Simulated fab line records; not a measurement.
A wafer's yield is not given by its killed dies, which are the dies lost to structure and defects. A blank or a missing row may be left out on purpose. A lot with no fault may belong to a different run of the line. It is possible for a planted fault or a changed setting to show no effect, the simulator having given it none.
Chamber matching ; flow nand_harc ; 4 sister chambers for NHARC_A_ZERO_WELL_ETCH_19 on rie_diel-02
The step etches the open film in N2/H2, target depth 80 nm, overetch 24 nm, time 87.88 s. 8 wafers are shown with their chamber, then 10 later ones without.

## WAFERS PAIRED WITH THEIR CHAMBERS
wafer;chamber;showerhead_plenum_p_Torr (Torr);drypump_motor_current_A (A)
L130.6;1;2.15;6.8
L133.3;0;2.09;6.0
L134.5;3;1.92;5.5
L138.2;1;2.15;6.8
L138.3;2;1.96;5.2
L138.5;2;1.97;5.2
L139.1;3;1.92;5.6
L139.3;0;2.09;6.0

## WAFERS WITH NO CHAMBER GIVEN
wafer;showerhead_plenum_p_Torr (Torr);drypump_motor_current_A (A)
L139.4;1.92;5.5
L147.1;1.92;5.6
L147.4;1.96;5.2
L147.5;1.92;5.6
L148.1;2.09;6.0
L148.4;2.15;6.8
L148.6;2.15;6.8
L151.1;1.96;5.2
L151.4;1.96;5.2
L151.5;1.92;5.6

## WHICH CHAMBER EACH WENT THROUGH
wafer;from the rows above;in truth
L139.4;3;3
L147.1;3;3
L147.4;2;2
L147.5;3;3
L148.1;0;0
L148.4;1;1
L148.6;1;1
L151.1;2;2
L151.4;2;2
L151.5;3;3
10 of 10 placed correctly. Number that these rows cannot place: 0. 0 placed wrongly.
How it was worked out, from the rows above alone: a wafer's distance from a chamber is the root of the sum, over the readings, of the square of ((its reading less the chamber's mean) divided by the reading's scatter). If the next closest chamber is less than 2 further off than the closest, the wafer can't be placed; otherwise it belongs to the closest. A chamber's mean is the mean of its shown wafers. The scatter: the root of (the sum of the squares of (reading less its chamber's mean) over the shown wafers, divided by (wafers less chambers)).
